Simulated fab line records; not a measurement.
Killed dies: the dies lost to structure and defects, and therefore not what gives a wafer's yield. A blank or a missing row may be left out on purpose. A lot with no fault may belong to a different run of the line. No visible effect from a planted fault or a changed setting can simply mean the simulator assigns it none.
Matching of chambers + flow nand_harc + NHARC_A_CHANNEL_FILL_D2_ALD_25 on ald_hk-01: 4 sister chambers
The step deposits SiOx, target thk 60 nm, pulse time 10 s, ald cycles 600. 4 wafers are shown with their chamber, then 9 later ones without.

== WAFERS PAIRED WITH THEIR CHAMBERS ==
| wafer  | chamber | heater_power_w (W) |
|--------|---------|--------------------|
| L085.2 | 2       | 476                |
| L091.2 | 3       | 540                |
| L091.5 | 1       | 445                |
| L091.6 | 0       | 440                |

== WAFERS MISSING THEIR CHAMBER ==
| wafer  | heater_power_w (W) |
|--------|--------------------|
| L093.3 | 470                |
| L093.4 | 536                |
| L093.1 | 437                |
| L093.2 | 437                |
| L093.5 | 463                |
| L093.6 | 541                |
| L097.1 | 437                |
| L097.5 | 436                |
| L097.6 | 444                |

== EACH ONE'S CHAMBER ==
| wafer  | from the rows above          | in truth |
|--------|------------------------------|----------|
| L093.3 | 2                            | 2        |
| L093.4 | 3                            | 3        |
| L093.1 | can't be placed: 0 or 1      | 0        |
| L093.2 | can't be placed: 0 or 1      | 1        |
| L093.5 | can't be placed: 2 or 1 or 0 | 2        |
| L093.6 | 3                            | 3        |
| L097.1 | can't be placed: 0 or 1      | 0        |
| L097.5 | can't be placed: 0 or 1      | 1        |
| L097.6 | can't be placed: 1 or 0      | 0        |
Correctly placed: 3 of 9. Not placeable from these rows: 6 (in 6, the candidates include the true chamber). Wrongly placed: 0.
How it was worked out, from the rows above alone: a wafer's distance from a chamber is the root of the sum, over the readings, of the square of ((its reading less the chamber's mean) divided by the reading's scatter). If the next closest chamber is less than 2 further off than the closest, the wafer can't be placed; otherwise it belongs to the closest. For every chamber, the mean is computed from those of its wafers that are shown. The scatter: root of mean squared gap, hidden wafer to nearest shown wafer, with one shown wafer a chamber.
